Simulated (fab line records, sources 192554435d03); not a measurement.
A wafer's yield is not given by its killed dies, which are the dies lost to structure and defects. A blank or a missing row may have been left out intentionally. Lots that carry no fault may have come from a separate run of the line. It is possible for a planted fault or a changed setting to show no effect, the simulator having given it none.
fab line records	flow n5Finfet
record: lots: 9	wafers: 27	lastDay: 18
route steps=1938 shown BEOL_M2@841 BEOL_M4@1111 PASSIVATION@1936
lots untouched by any fault: they come from a run of this same line in which no faults occurred
startH: start of the lot's first displayed wafer, in hours after the record's first day	waitH: hours since the lot's step before	" same as the row above	L1.1+2: a single row standing in for several wafers	- no value present, or no start provided	* or withheld: withheld	< > ~ a bound
route shown NAME@n: a module of which the file shows steps, and the number in the route of the first	usual: average and standard deviation across the fault-free wafers	same: alike in all rows	chamber/n: place in a boat	sites: each site's reading	_std_site: standard deviation of those values	_edge_site: inner sites' mean taken away from outer sites' mean	radiusMm: how far each site lies from the wafer's centre	mask NAME#n: copy n	behind: the most recent tool/chamber to have shaped the wafer	hold: why the lot went on hold/how many hours it stayed there/how the hold came to an end	device: transistor that didn't switch, given as n, p or np	end of line: the same wafers' tests at the end of the route	for a step that has no rows: nothing shown but its recipe	killed: count of dies lost to structure and defects at first sort (not the wafer's yield)	map: a wafer's dies, x killed, . not, _ none there
set.NAME: setting as actually run; set.NAME@STEP: the setting as run at that earlier step	model.NAME: the simulator's own value behind a step, which no gauge read
one table for each step of the route and one row for each wafer, over a sample of lots
services: a tool's chamber out of use, with start hour (startH, from the record's first day; less than 0 if before it), hours out, and reason
== steps ==
step: N5_BEOL_M2_ILD_DEP_00
recipe: material: SiOC	targetThkA: 790	tempC: 350	precursor: DEMS/O2	pressureTorr: 5	rfW: 500	timeS: 15.3
usual: heaterPowerW: 514/80	showerheadPlenumPTorr: 5.696/0.011	throttleValvePct: 12.0/0.68
lot.wafer	tool	chamber	startH	waitH	heaterPowerW	showerheadPlenumPTorr	sinceWetCleanH	throttleValvePct
L810.1	pecvd-04	1	152.29	0.0	487	5.720	1944	11.4
L810.5	"	0	"	"	448	5.696	-	13.4
L810.6	"	1	"	"	497	5.703	-	11.5
L812.1	pecvd-04	2	154.13	0.0	447	5.688	467	11.4
L812.5	"	1	"	"	505	5.703	-	11.4
L812.6	"	2	"	"	451	5.687	-	11.4
L813.3	pecvd-04	0	157.13	0.0	494	5.694	1224	13.3
L813.4	"	2	"	"	423	5.674	-	11.4
L813.6	"	1	"	"	586	5.707	-	11.3
L817.1	pecvd-04	1	189.78	0.1	576	5.697	1981	11.7
L817.4	"	0	"	"	456	5.686	-	13.2
L817.5	"	2	"	"	447	5.666	-	11.3
L824.1	pecvd-03	1	229.49	0.0	593	5.698	1477	12.9
L824.2	"	0	"	"	470	5.707	752	11.9
L824.4	"	1	"	"	575	5.691	-	13.1
L827.1	pecvd-04	2	239.55	0.0	444	5.675	552	11.7
L827.2	"	0	"	"	488	5.707	1306	13.5
L827.3	"	1	"	"	614	5.698	2031	11.2
L828.3	pecvd-04	0	250.88	0.0	497	5.707	1317	13.4
L828.4	"	2	"	"	434	5.679	-	11.6
L828.6	"	0	"	"	498	5.689	-	13.5
L829.1	pecvd-01	1	253.68	0.0	433	5.708	1864	12.3
L829.4	"	0	"	"	470	5.704	-	11.6
L829.6	"	2	"	"	706	5.687	-	11.7
L831.1	pecvd-01	1	260.41	0.0	448	5.687	1871	12.3
L831.2	"	0	"	"	474	5.691	1146	11.7
L831.5	"	2	"	"	656	5.684	-	11.7
step: N5_BEOL_M2_CD_MEAS_11
recipe: targetCdNm: 16.79	landingEnergyEv: 500	detector: seInlens	polarity: opening
usual: cdNm: 16.79/0.24
lot.wafer	tool	chamber	startH	waitH	cdNm
L810.1	cdSem-02	0	153.49	-	17.05
L810.5	"	0	"	"	16.81
L810.6	"	0	"	"	16.60
L812.1	cdSem-02	0	156.58	-	16.75
L812.5	"	0	"	"	16.64
L812.6	"	0	"	"	16.62
L813.3	cdSem-01	0	158.32	-	17.14
L813.4	"	0	"	"	16.88
L813.6	"	0	"	"	16.86
L817.1	cdSem-02	0	192.70	-	17.05
L817.4	"	0	"	"	16.47
L817.5	"	0	"	"	16.89
L824.1	cdSem-01	0	231.16	-	16.72
L824.2	"	0	"	"	16.25
L824.4	"	0	"	"	16.64
L827.1	cdSem-03	0	240.23	-	16.95
L827.2	"	0	"	"	16.67
L827.3	"	0	"	"	16.99
L828.3	cdSem-01	0	251.51	-	16.60
L828.4	"	0	"	"	16.97
L828.6	"	0	"	"	17.05
L829.1	cdSem-01	0	254.23	-	16.64
L829.4	"	0	"	"	16.70
L829.6	"	0	"	"	16.44
L831.1	cdSem-02	0	261.93	-	17.00
L831.2	"	0	"	"	16.50
L831.5	"	0	"	"	16.88
step: N5_BEOL_M2_HM_OPEN_17
recipe: chemistry: Cl2/BCl3	targetDepthA: 200	overetchA: 60	target: TiN	maskMaterial: SOC	ionEnergyEv: 150	pressureMtorr: 10	icpW: 1000	biasW: 126	Cl2_flow_sccm: 53.25	bcl3FlowSccm: 21.75	Ar_flow_sccm: 25
usual: biasW: 126.0/0.36	drypumpMotorCurrentA: 5.7/0.37	oesProductAu: 0.68/0.095	throttleValvePct: 22.18/0.16
lot.wafer	tool	chamber	startH	waitH	biasW	drypumpMotorCurrentA	oesProductAu	rfHoursCounterH	throttleValvePct
L810.1	rieMetal-03	0	153.88	0.0	126.2	5.5	0.66	54	22.30
L810.5	"	0	"	"	126.0	5.5	0.66	-	22.30
L810.6	"	1	"	"	125.9	5.6	0.79	-	22.05
L812.1	rieMetal-03	1	157.37	0.0	126.3	5.6	0.77	5	22.04
L812.5	"	1	"	"	126.9	5.6	0.77	-	22.04
L812.6	"	0	"	"	126.7	5.5	0.65	-	22.33
L813.3	rieMetal-02	0	158.83	0.1	126.6	5.3	0.64	-	22.40
L813.4	"	0	"	"	126.4	5.3	0.64	-	22.38
L813.6	"	0	"	"	126.3	5.3	0.64	-	22.40
L817.1	rieMetal-02	0	193.22	0.0	125.4	5.3	0.63	49	22.41
L817.4	"	1	"	"	125.8	5.7	0.82	-	22.15
L817.5	"	0	"	"	125.4	5.3	0.63	-	22.41
L824.1	rieMetal-02	1	231.54	0.0	125.8	5.7	0.79	6	22.17
L824.2	"	0	"	"	125.8	5.3	0.63	53	22.44
L824.4	"	1	"	"	125.7	5.7	0.78	-	22.16
L827.1	rieMetal-01	1	240.84	0.3	125.4	6.3	0.54	111	22.09
L827.2	"	0	"	"	126.2	6.1	0.75	10	21.98
L827.3	"	1	"	"	125.4	6.2	0.54	-	22.09
L828.3	rieMetal-02	0	252.67	0.1	125.6	5.3	0.62	-	22.43
L828.4	"	1	"	"	125.9	5.7	0.79	-	22.16
L828.6	"	1	"	"	126.1	5.7	0.79	-	22.15
L829.1	rieMetal-02	1	255.52	0.0	125.9	5.7	0.80	8	22.14
L829.4	"	1	"	"	126.2	5.7	0.79	-	22.14
L829.6	"	1	"	"	125.9	5.7	0.78	-	22.15
L831.1	rieMetal-02	0	262.30	0.0	126.8	5.3	0.61	56	22.41
L831.2	"	1	"	"	126.1	5.7	0.78	10	22.16
L831.5	"	1	"	"	125.8	5.7	0.78	-	22.16
step: N5_BEOL_M2_COAT_68
recipe: resist: SiARC	tempC: 220	timeS: 60	spinRpm: 1500	resistThkNm: 12
usual: plateTempC: 220.00/0.17	spinSpeedRpm: 1500.1/0.91
lot.wafer	tool	chamber	startH	waitH	plateTempC	spinSpeedRpm
L810.1	lithoTrack-02	0	154.11	-	219.77	1500.4
L810.5	"	0	"	"	219.90	1499.5
L810.6	"	0	"	"	219.60	1499.6
L812.1	lithoTrack-04	0	157.62	-	219.94	1500.1
L812.5	"	0	"	"	219.99	1500.4
L812.6	"	0	"	"	219.95	1501.6
L813.3	lithoTrack-02	0	159.10	-	220.00	1499.4
L813.4	"	0	"	"	220.16	1499.9
L813.6	"	0	"	"	220.37	1500.4
L817.1	lithoTrack-04	0	193.44	-	219.93	1500.2
L817.4	"	0	"	"	219.91	1501.5
L817.5	"	0	"	"	219.86	1501.3
L824.1	lithoTrack-04	0	231.76	-	220.10	1499.9
L824.2	"	0	"	"	220.15	1500.5
L824.4	"	0	"	"	219.96	1501.1
L827.1	lithoTrack-04	0	241.06	-	220.19	1728.9
L827.2	"	0	"	"	220.14	1729.4
L827.3	"	0	"	"	219.78	1728.7
L828.3	lithoTrack-03	0	252.93	-	220.11	1499.2
L828.4	"	0	"	"	220.08	1498.0
L828.6	"	0	"	"	220.03	1497.5
L829.1	lithoTrack-04	0	255.81	-	219.88	1728.8
L829.4	"	0	"	"	220.18	1728.8
L829.6	"	0	"	"	219.98	1729.3
L831.1	lithoTrack-02	0	262.52	-	219.95	1499.5
L831.2	"	0	"	"	219.92	1499.7
L831.5	"	0	"	"	219.59	1499.8
step: N5_BEOL_M2_ETCH_69
recipe: chemistry: CF4	target: SiARC	targetDepthA: 156	maskMaterial: CAR-EUV	timeS: 26	ionEnergyEv: 80	pressureMtorr: 40	sourceW: 545	biasW: 36	Ar_flow_sccm: 100	cf4FlowSccm: 100	ends: cleared
usual: biasW: 36.00/0.1	drypumpMotorCurrentA: 5.8/0.32	etchRfOnTimeS: 25.9/0.51	oesProductAu: 0.68/0.063	rfVppV: 184.0/1.3	showerheadPlenumPTorr: 2.14/0.076	throttleValvePct: 15.60/0.26
lot.wafer	tool	chamber	startH	waitH	biasW	drypumpMotorCurrentA	etchRfOnTimeS	oesProductAu	rfHoursCounterH	rfVppV	showerheadPlenumPTorr	throttleValvePct
L810.1	rieDiel-01	1	154.69	0.0	36.01	5.9	25.8	0.59	221	185.7	2.11	15.70
L810.5	"	3	"	"	36.09	5.7	25.0	0.68	-	181.9	2.07	15.78
L810.6	"	2	"	"	35.97	6.2	26.7	0.60	-	183.0	2.13	15.54
L812.1	rieDiel-04	0	158.54	0.0	36.09	5.5	25.7	0.74	64	181.9	2.09	15.26
L812.5	"	0	"	"	36.08	5.5	25.6	0.74	-	185.4	2.09	15.24
L812.6	"	3	"	"	35.81	5.6	26.5	0.73	-	184.4	2.27	15.64
L813.3	rieDiel-04	2	159.71	0.0	36.17	5.6	26.6	0.64	170	186.5	2.22	16.01
L813.4	"	3	"	"	36.07	5.7	26.7	0.72	-	186.6	2.27	15.62
L813.6	"	2	"	"	36.05	5.6	26.4	0.64	-	184.6	2.22	16.00
L817.1	rieDiel-03	2	193.90	0.0	36.08	5.5	25.9	0.65	155	184.5	2.22	15.95
L817.4	"	3	"	"	36.36	5.9	25.6	0.65	170	182.9	2.06	15.85
L817.5	"	3	"	"	35.97	5.9	25.8	0.65	-	182.7	2.06	15.86
L824.1	rieDiel-04	2	232.22	0.0	35.95	5.6	26.4	0.62	198	185.1	2.21	16.06
L824.2	"	3	"	"	36.13	5.6	26.3	0.70	59	185.4	2.26	15.67
L824.4	"	1	"	"	36.08	6.2	26.5	0.71	54	185.5	2.27	15.54
L827.1	rieDiel-01	2	241.52	0.0	35.87	6.2	25.4	0.58	227	184.1	2.12	15.61
L827.2	"	3	"	"	36.02	5.7	23.6	0.65	141	183.4	2.07	15.82
L827.3	"	0	"	"	35.87	6.1	24.3	0.68	119	183.6	2.06	15.30
L828.3	rieDiel-04	3	254.84	0.0	36.04	5.6	26.3	0.68	62	186.7	2.26	15.69
L828.4	"	1	"	"	35.98	6.2	26.2	0.71	57	186.2	2.27	15.56
L828.6	"	1	"	"	36.14	6.2	26.2	0.70	-	185.0	2.26	15.54
L829.1	rieDiel-04	1	256.56	0.0	36.03	6.2	24.5	0.71	58	183.8	2.27	15.57
L829.4	"	0	"	"	35.96	5.5	23.8	0.71	96	182.5	2.08	15.33
L829.6	"	2	"	"	35.90	5.6	24.6	0.62	-	185.2	2.21	16.08
L831.1	rieDiel-04	3	262.98	0.0	35.98	5.6	26.2	0.70	65	186.9	2.26	15.70
L831.2	"	0	"	"	36.00	5.5	25.2	0.70	98	182.5	2.08	15.33
L831.5	"	0	"	"	35.97	5.5	25.2	0.70	-	184.7	2.08	15.32
step: N5_BEOL_M4_RC_MEAS_101
usual: DIBL_N: 36.3/1.6	DIBL_P: 36.5/1.6	IOFF_N: 0.163/0.026	IOFF_P: 0.22/0.033	ION_N: 676/9.9	ION_P: 464/6.5	SS_N: 71.5/0.5	SS_P: 73.3/0.64	VT_N: 249.3/2.9	VT_P: -250/3.2
lot.wafer	tool	chamber	startH	waitH	DIBL_N[mV/V]	DIBL_P[mV/V]	IOFF_N[nA/um]	IOFF_P[nA/um]	ION_N[uA/um]	ION_P[uA/um]	SS_N[mV/dec]	SS_P[mV/dec]	VT_N[mV]	VT_P[mV]
L810.1	prober-01	0	193.13	0.0	37.5	36.8	0.167	0.23	666	457	71.6	74.2	248.8	-249
L810.5	"	0	"	"	38.1	38.0	0.175	0.25	671	462	71.3	73.7	248.0	-244
L810.6	"	0	"	"	38.2	38.0	0.187	0.26	680	468	72.5	74.3	248.9	-246
L812.1	prober-01	0	200.16	0.0	34.8	36.6	0.169	0.20	691	466	71.5	73.7	249.6	-250
L812.5	"	0	"	"	33.5	34.8	0.140	0.17	672	467	71.0	72.9	250.4	-251
L812.6	"	0	"	"	34.9	36.3	0.165	0.20	692	471	70.9	74.6	247.7	-251
L813.3	prober-01	0	206.53	0.3	36.8	37.1	0.165	0.22	687	468	71.1	72.8	247.6	-248
L813.4	"	0	"	"	37.4	37.5	0.176	0.24	699	479	71.5	73.6	247.3	-248
L813.6	"	0	"	"	37.0	37.0	0.153	0.22	674	462	71.9	73.2	249.2	-251
L817.1	prober-01	0	235.10	0.0	34.5	35.3	0.135	0.17	670	452	71.3	72.5	252.4	-254
L817.4	"	0	"	"	34.2	35.9	0.142	0.18	682	464	71.1	72.5	249.9	-250
L817.5	"	0	"	"	33.9	34.6	0.129	0.17	674	461	71.5	72.6	249.3	-252
L824.1	prober-02	0	266.32	0.0	33.4	33.8	0.116	0.16	656	456	70.8	72.8	254.8	-256
L824.2	"	0	"	"	36.1	36.6	0.158	0.20	679	457	71.7	73.6	248.3	-253
L824.4	"	0	"	"	36.3	36.6	0.153	0.19	669	459	71.2	73.0	251.0	-253
L827.1	prober-01	0	282.61	0.0	37.5	35.8	0.166	0.21	678	463	71.2	73.0	249.6	-249
L827.2	"	0	"	"	35.4	34.7	0.140	0.20	668	462	71.3	72.8	248.2	-251
L827.3	"	0	"	"	36.4	35.1	0.143	0.20	668	460	71.1	72.6	247.9	-252
L829.1	prober-01	0	304.18	0.0	38.4	42.3	0.213	0.29	685	470	72.8	74.2	246.6	-245
L829.4	"	0	"	"	35.0	37.9	0.145	0.21	680	470	70.8	72.1	248.1	-250
L829.6	"	0	"	"	35.9	38.6	0.164	0.23	682	471	71.5	72.9	250.8	-249
L828.3	prober-01	0	307.48	0.3	33.9	34.1	0.123	0.21	676	477	71.4	72.4	255.8	-246
L828.4	"	0	"	"	34.3	34.0	0.123	0.20	665	459	71.0	73.1	254.4	-248
L828.6	"	0	"	"	34.3	33.9	0.128	0.21	663	467	71.2	72.2	256.5	-247
L831.1	prober-01	0	316.29	0.0	36.0	37.1	0.169	0.22	669	465	71.8	73.4	249.5	-250
L831.2	"	0	"	"	34.9	35.2	0.145	0.19	662	456	71.6	73.5	252.3	-251
L831.5	"	0	"	"	35.7	36.3	0.164	0.22	672	462	71.7	73.8	250.3	-248
step: N5_PASSIVATION_PROBE_49
usual: defectLimitedYield: 91.2/1.5	killed_at_M0_to_M3: 32/9.6	killed_at_M4_up: 13/5.3	killedAtContacts: 13/6.7	killedAtFrontEnd: 42/11	killedAtOther: 3.8/2.9	killedDies: 103/17	killedOpen: 67/13	killedShort: 35/7.9	sort_bin_5_function: 5.2/0.94	sort_bin_6_memory: 3.3/0.64	sortNPass: 1077/17	sortYieldPct: 91.2/1.5
same: grossDies: 1180	killedAtBackSide: 0	sort_bin_4_leakage[%]: 0	sort_bin_8_speed[%]: 0
lot.wafer	tool	chamber	startH	waitH	defectLimitedYield[%]	killed_at_M0_to_M3	killed_at_M4_up	killedAtContacts	killedAtFrontEnd	killedAtOther	killedDies	killedOpen	killedShort	sort_bin_5_function[%]	sort_bin_6_memory[%]	sortNPass	sortYieldPct[%]
L812.1	prober-02	-	300.05	0.0	89.3	53	11	39	22	1	126	99	25	6.5	3.9	1054	89.3
L812.5	prober-02	-	300.25	0.2	91.2	38	7	20	37	2	104	62	39	4.8	3.6	1076	91.2
L812.6	prober-02	-	300.30	0.3	90.2	50	15	24	25	2	116	83	32	6.0	3.8	1064	90.2
killed by level:class
L812.1 MOL_CONTACT_COAG:geometricParticle:open=32 BEOL_M3:geometricParticle:open=25 BEOL_M2:geometricParticle:open=12 STI_FIN_REVEAL:geometricParticle:open=9 MOL_CONTACT_COAG:geometricParticle:short=7 DUMMY_GATE:geometricParticle:open=4 BEOL_M1:geometricParticle:open=4 BEOL_M4:geometricParticle:open=4
L812.5 MOL_CONTACT_COAG:geometricParticle:open=15 STI_FIN_REVEAL:geometricParticle:open=13 BEOL_M3:geometricParticle:open=11 BEOL_M0_SAQP:geometricParticle:short=10 FIN_SAQP:geometricParticle:short=6 BEOL_M0_SAQP:geometricParticle:open=6 MOL_CONTACT_COAG:geometricParticle:short=5 BEOL_M3:geometricParticle:short=4
L812.6 BEOL_M3:geometricParticle:open=19 MOL_CONTACT_COAG:geometricParticle:open=16 BEOL_M4:geometricParticle:open=11 BEOL_M0_SAQP:geometricParticle:short=9 MOL_CONTACT_COAG:geometricParticle:short=8 BEOL_M2:geometricParticle:open=8 BEOL_M0_SAQP:geometricParticle:open=6 STI_FIN_REVEAL:geometricParticle:open=5
== services ==
tool	chamber	startH	hours	kind
pecvd-04	-	130.61	2.8	pm
pecvd-01	-	131.39	2.0	repair
rieDiel-03	1	136.58	-	clean
pecvd-01	2	144.48	5.0	scheduledDown
rieMetal-02	1	145.23	-	clean
rieMetal-02	1	145.23	16.0	scheduledDown
rieMetal-02	1	145.23	16.0	ventCycle
rieDiel-04	1	154.12	31.9	repair
pecvd-04	0	166.73	2.1	scheduledDown
pecvd-01	0	168.39	5.5	scheduledDown
rieDiel-01	1	203.47	7.2	repair
rieDiel-04	1	209.09	6.8	repair
rieDiel-03	2	212.85	15.3	repair
lithoTrack-02	-	213.56	-	consumableReplace:filter
rieMetal-02	-	224.83	1.2	repair
rieMetal-03	-	225.57	28.1	pm
pecvd-04	0	228.16	5.5	scheduledDown
rieMetal-02	-	239.47	1.7	repair
rieDiel-04	-	240.08	14.6	pm
rieDiel-01	1	244.09	-	clean
rieDiel-01	1	244.09	-	consumableReplace:focusRing
rieDiel-01	1	244.09	13.9	scheduledDown
rieDiel-01	1	244.09	13.9	ventCycle
pecvd-03	-	259.47	5.5	pm
== key ==
firstSign: step: N5_BEOL_M2_COAT_68	reading: spinSpeedRpm	direction: up	sigmas: 99+	usual: *	struck: *
effect: step: N5_BEOL_M2_ETCH_69	reading: etchRfOnTimeS	direction: down	sigmas: 3.1	usual: *	struck: *
metAt N5_BEOL_M2_COAT_68
struckLots L827,L829
notActingAt N5_BEOL_M2_ILD_DEP_00,N5_BEOL_M2_CD_MEAS_11,N5_BEOL_M2_HM_OPEN_17
onsetBetween 231.76 241.06
fault: kind: processParameterDrift	tool: lithoTrack-04	chamber: -	onsetH: 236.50	steps: N5_BEOL_M2_COAT_68	channel: spinRpm	offset: *	shape: step	endH: 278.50	actsIn: *	stated: *
